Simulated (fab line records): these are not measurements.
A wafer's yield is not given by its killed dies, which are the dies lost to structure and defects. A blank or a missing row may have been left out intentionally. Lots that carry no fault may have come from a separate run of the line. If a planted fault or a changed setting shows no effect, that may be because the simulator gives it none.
Matching of chambers -- flow n5-finfet -- N5_BEOL_M1_STRIP_19 on rie-diel-02: 4 sister chambers
The step strips in O2. 14 wafers are shown with their chamber, then 7 later ones without.

EACH WAFER AND ITS CHAMBER
wafer,chamber,throttle-valve-pct (%),drypump-motor-current-A (A),showerhead-plenum-p-Torr (Torr)
L074.1,3,16.88,4.7,2.10
L074.4,0,17.05,6.0,2.08
L074.5,0,17.05,6.1,2.08
L078.1,2,16.51,5.6,2.12
L078.4,2,16.48,5.6,2.12
L078.5,0,17.06,6.0,2.07
L082.2,2,16.51,5.6,2.11
L082.4,1,16.20,5.9,2.23
L082.5,3,16.90,4.8,2.09
L087.3,3,16.92,4.8,2.09
L087.5,1,16.22,5.9,2.23
L087.6,0,17.08,6.0,2.07
L089.1,1,16.22,5.9,2.22
L089.4,0,17.10,6.0,2.07

SIGNATURES, as means of the wafers listed above
reading,chamber 0,chamber 1,chamber 2,chamber 3,scatter within a chamber
throttle-valve-pct,17.0680,16.2133,16.5000,16.9000,0.0188
drypump-motor-current-A,6.020,5.900,5.600,4.767,0.0383
showerhead-plenum-p-Torr,2.0740,2.2267,2.1167,2.0933,0.00566
Rule: for each reading, subtract the chamber's mean from the wafer's reading, divide by that reading's scatter and square the result; add these up over the readings and take the root, which gives the wafer's distance from the chamber. The wafer belongs to the nearest chamber; if the next one is less than 2 further off, it can't be placed. The scatter: take each reading less its chamber's mean, square it, sum over the shown wafers, divide by the number of wafers less the number of chambers, and take the root.

WAFERS MISSING THEIR CHAMBER
wafer,throttle-valve-pct (%),drypump-motor-current-A (A),showerhead-plenum-p-Torr (Torr)
L089.6,16.23,5.9,2.22
L091.1,16.53,5.6,2.11
L091.4,17.10,6.0,2.07
L091.5,16.95,4.8,2.08
L092.1,16.93,4.7,2.08
L092.4,16.54,5.6,2.11
L092.5,17.09,6.0,2.07

WHICH CHAMBER EACH ONE RAN IN
wafer,from the rows above,in truth
L089.6,1,1
L091.1,2,2
L091.4,0,0
L091.5,3,3
L092.1,3,3
L092.4,2,2
L092.5,0,0
Placed correctly: 7 of 7. Not placeable from these rows: 0. Number placed wrongly: 0.
